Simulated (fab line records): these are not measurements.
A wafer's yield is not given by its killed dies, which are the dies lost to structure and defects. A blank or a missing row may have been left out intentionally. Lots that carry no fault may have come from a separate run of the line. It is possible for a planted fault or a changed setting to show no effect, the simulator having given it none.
Matching of chambers + flow nand-harc + 4 sister chambers for NHARC_A_STAIRCASE_ALD_420 on ald-hk-02
The step deposits SiO2, target thk 20 nm, pulse time 6 s, ald cycles 200. 22 wafers are shown with their chamber, then 11 later ones without.

== WAFERS, EACH WITH ITS CHAMBER ==
| wafer  | chamber | heater-power-w (W) | precursor-pulse-height-rel |
|--------|---------|--------------------|----------------------------|
| L074.3 | 1       | 432                | 0.993                      |
| L074.5 | 0       | 521                | 1.002                      |
| L074.6 | 3       | 449                | 1.008                      |
| L080.2 | 0       | 521                | 1.021                      |
| L080.3 | 2       | 444                | 0.996                      |
| L080.5 | 3       | 457                | 0.995                      |
| L082.1 | 2       | 454                | 0.995                      |
| L082.2 | 1       | 423                | 0.996                      |
| L082.4 | 0       | 513                | 1.003                      |
| L082.3 | 3       | 463                | 1.022                      |
| L082.5 | 2       | 457                | 0.984                      |
| L082.6 | 3       | 467                | 0.990                      |
| L083.1 | 0       | 509                | 1.000                      |
| L083.2 | 2       | 450                | 1.041                      |
| L083.3 | 1       | 428                | 0.967                      |
| L086.3 | 2       | 458                | 0.982                      |
| L086.4 | 1       | 431                | 0.990                      |
| L086.6 | 2       | 454                | 1.000                      |
| L086.1 | 3       | 466                | 1.018                      |
| L086.2 | 0       | 513                | 0.966                      |
| L086.5 | 1       | 426                | 0.993                      |
| L091.2 | 0       | 527                | 1.001                      |

SIGNATURES (means of the wafers above)
| reading                    | chamber 0 | chamber 1 | chamber 2 | chamber 3 | scatter within a chamber |
|----------------------------|-----------|-----------|-----------|-----------|--------------------------|
| heater-power-w             | 517.33    | 428.00    | 452.83    | 460.40    | 5.95                     |
| precursor-pulse-height-rel | 0.99883   | 0.98780   | 0.99967   | 1.00660   | 0.0171                   |
Rule: a wafer lies at a distance from a chamber equal to the root of the sum of squares, over the readings, of (its reading less the chamber's mean, divided by the reading's scatter). If the next closest chamber is less than 2 further off than the closest, the wafer can't be placed; otherwise it belongs to the closest. The scatter: the root of (the sum of the squares of (reading less its chamber's mean) over the shown wafers, divided by (wafers less chambers)).

== WAFERS WITH NO CHAMBER GIVEN ==
| wafer  | heater-power-w (W) | precursor-pulse-height-rel |
|--------|--------------------|----------------------------|
| L091.4 | 446                | 0.966                      |
| L091.6 | 446                | 0.994                      |
| L092.1 | 420                | 0.995                      |
| L092.2 | 430                | 0.993                      |
| L092.4 | 501                | 0.976                      |
| L093.1 | 515                | 0.991                      |
| L093.4 | 446                | 1.002                      |
| L093.6 | 433                | 1.031                      |
| L097.1 | 412                | 1.020                      |
| L097.2 | 452                | 1.001                      |
| L097.5 | 450                | 1.010                      |

== WHICH CHAMBER EACH WENT THROUGH ==
| wafer  | from the rows above          | in truth                   |
|--------|------------------------------|----------------------------|
| L091.4 | can't be placed: 2 or 1 or 3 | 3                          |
| L091.6 | can't be placed: 2 or 3 or 1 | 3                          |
| L092.1 | 1                            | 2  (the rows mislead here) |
| L092.2 | 1                            | 1                          |
| L092.4 | 0                            | 0                          |
| L093.1 | 0                            | 0                          |
| L093.4 | can't be placed: 2 or 3 or 1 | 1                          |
| L093.6 | can't be placed: 1 or 2      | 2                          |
| L097.1 | 1                            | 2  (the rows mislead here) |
| L097.2 | can't be placed: 2 or 3      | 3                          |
| L097.5 | can't be placed: 2 or 3      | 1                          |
3 of 11 placed correctly. Cannot be placed on the basis of these rows: 6; the candidates contain the true chamber in 5. 2 placed wrongly.
